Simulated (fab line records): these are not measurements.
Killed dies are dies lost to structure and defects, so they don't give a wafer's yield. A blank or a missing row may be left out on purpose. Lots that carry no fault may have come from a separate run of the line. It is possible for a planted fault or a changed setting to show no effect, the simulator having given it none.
8D (eight disciplines) problem report, filled in by code :: flow nandHarc :: the parts of the form that need people (team, actions taken, sign-off) are left out

## 1. THE ISSUE
Wafers with no fault read 91.0 % with a standard deviation of 2.5, whereas defectLimitedYield at NHARC_END_SORT_01 reads a mean of 0.0 % on 1 wafer of 1 lot. That puts it -36 standard deviations away from the usual mean.
First observed at day 31 23:13: wafer L496.6, on prober-01. The record holds 4 wafers of 2 lots with a number at this step. The rule behind "out" and "out of limits": a value lying over 4 standard deviations away from the usual mean. The rest of the wafers with a number are treated as sound.

## 2. WHAT THIS IS AND IS NOT
question: which readings at this step
is: defectLimitedYield, killedAtArray, killedDies
is not: killedAtOther, killedAtPeriphery, killedShort

question: which lots
is: L496
is not: L489

question: which wafers of those lots
is: L496.6
is not: L496.4, L496.5

question: read on which gauges
is: prober-01
is not: -

question: when
is: from day 31 23:13
is not: up to then (3 sound wafers)

## 3. WHAT RULES OUT EACH SUSPECT
Counting: a tool at a process step up to the reading stays a suspect if it ran every lot that is out. Sound lots after the first of them don't rule it out here, since some wafers of a struck lot are sound.
- the gauge at NHARC_END_SORT_01: kept. All the wafers that are out were read on prober-01, and no step on other tools shows them out.
- pvdSputter-01 at NHARC_A_M1_PRE_CLEAN_30 (time 30 s): kept. It ran the lot that is out, L496 (day 29 20:05). NHARC_A_M1_PRE_CLEAN_30: start missing for some lots; hours and lot order therefore follow NHARC_A_M1_PVD_21.
- pvdSputter-01 at NHARC_A_M1_PVD_21 (deposits Cu, target thk 30 nm, time 20.49 s): kept. It ran the lot that is out, L496 (day 29 20:05).
- rtpAnneal-02 at NHARC_A_BONDPAD_ANNEAL_28 (time 90 s): kept. The lot that is out, L496, ran on it at day 30 01:21; the last sound lot it ran before that was L489, at day 26 05:56.
Left after counting: pvdSputter-01 at NHARC_A_M1_PRE_CLEAN_30, pvdSputter-01 at NHARC_A_M1_PVD_21, rtpAnneal-02 at NHARC_A_BONDPAD_ANNEAL_28, prober-01 at NHARC_END_SORT_01.

## 4. THE CAUSE (what the simulator had put in)
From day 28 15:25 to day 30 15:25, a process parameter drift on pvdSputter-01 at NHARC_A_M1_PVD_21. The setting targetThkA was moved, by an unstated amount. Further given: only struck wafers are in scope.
4 suspects survive the count, and this tool is in that group.

## 5. THE CHAIN OF EFFECTS, in route order
One row per reading whose mean, taken over the struck wafers that have a number, lies over 3 standard deviations from the usual. Only readings for which the record gives a usual standard deviation are gone through. hours: the time from each lot's start at the first step in this table that gives one to its start at this step, as a median over the lots. sigmas: the change in usual standard deviations.
hours: 0
step: NHARC_END_SORT_01
reading: defectLimitedYield
usual: 91.0 %
on struck wafers: 0.0
change: -91.0
sigmas: -36

hours: 0
step: NHARC_END_SORT_01
reading: killedAtArray
usual: 56
on struck wafers: 672
change: +616
sigmas: +36

hours: 0
step: NHARC_END_SORT_01
reading: killedDies
usual: 61
on struck wafers: 677
change: +616
sigmas: +36

## 6. HOW IT WOULD HAVE BEEN CAUGHT EARLIER
80 hours passed between the start of the fault at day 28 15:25 and the first reading out of limits at a measuring or inspecting step in this record, taken at day 31 23:13.
Of the tool readings at NHARC_A_M1_PVD_21 for which the record gives a usual standard deviation, none was out on any struck wafer, so an alarm limit of 4 standard deviations on them would not have fired.
By day 31 23:13 the whole set of lots that are out, 1 in number, had already begun NHARC_A_M1_PVD_21 on pvdSputter-01. Had the tool been put on hold then, not one of them would have been saved.
